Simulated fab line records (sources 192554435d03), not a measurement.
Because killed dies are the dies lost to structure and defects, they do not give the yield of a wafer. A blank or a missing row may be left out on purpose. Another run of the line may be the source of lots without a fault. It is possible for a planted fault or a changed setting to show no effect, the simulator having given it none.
Matching of chambers -- flow n5Finfet -- 4 sister chambers for N5_BEOL_M9_DESCUM_33 on rieDiel-04
The step chemistry O2, time 7 s. 18 wafers are shown with their chamber, then 9 later ones without.

## EACH WAFER AND ITS CHAMBER
wafer,chamber,drypumpMotorCurrentA (A),showerheadPlenumPTorr (Torr),throttleValvePct (%)
L074.2,1,5.0,2.04,20.4
L074.3,0,6.3,2.02,20.5
L074.5,1,5.0,2.04,20.4
L078.1,3,5.4,2.23,20.0
L078.2,1,5.1,2.04,20.4
L078.5,0,6.3,2.02,20.5
L082.3,2,5.0,1.98,20.4
L082.4,3,5.4,2.23,20.0
L082.6,2,5.0,1.98,20.4
L084.2,2,5.0,1.98,20.4
L084.3,3,5.4,2.23,20.0
L084.6,1,5.0,2.03,20.1
L085.3,2,5.0,1.98,20.4
L085.5,1,5.0,2.03,20.1
L085.6,2,5.0,1.98,20.4
L088.1,3,5.4,2.22,20.0
L088.5,1,5.0,2.03,20.1
L088.6,2,5.0,1.98,20.4

SIGNATURES (averages over the wafers above)
reading,chamber 0,chamber 1,chamber 2,chamber 3,scatter within a chamber
drypumpMotorCurrentA,6.300,5.017,5.000,5.400,0.0244
showerheadPlenumPTorr,2.0200,2.0350,1.9800,2.2275,0.00401
throttleValvePct,20.500,20.250,20.400,20.000,0.0982
Rule: a wafer lies at a distance from a chamber equal to the root of the sum of squares, over the readings, of (its reading less the chamber's mean, divided by the reading's scatter). If the next closest chamber is less than 2 further off than the closest, the wafer can't be placed; otherwise it belongs to the closest. The scatter: the root of (the sum of the squares of (reading less its chamber's mean) over the shown wafers, divided by (wafers less chambers)).

## WAFERS MISSING THEIR CHAMBER
wafer,drypumpMotorCurrentA (A),showerheadPlenumPTorr (Torr),throttleValvePct (%)
L094.2,5.0,1.98,20.4
L094.3,5.0,2.02,20.1
L094.4,5.4,2.22,20.0
L095.3,6.3,2.01,20.6
L095.5,5.4,2.22,20.0
L095.6,5.0,1.98,20.4
L097.2,5.1,2.02,20.1
L097.4,5.4,2.22,20.0
L097.5,5.0,1.98,20.4

## WHICH CHAMBER EACH ONE RAN IN
wafer,from the rows above,in truth
L094.2,2,2
L094.3,1,1
L094.4,3,3
L095.3,0,0
L095.5,3,3
L095.6,2,2
L097.2,1,1
L097.4,3,3
L097.5,2,2
9 of 9 placed correctly. Left unplaced by these rows: 0. 0 placed wrongly.
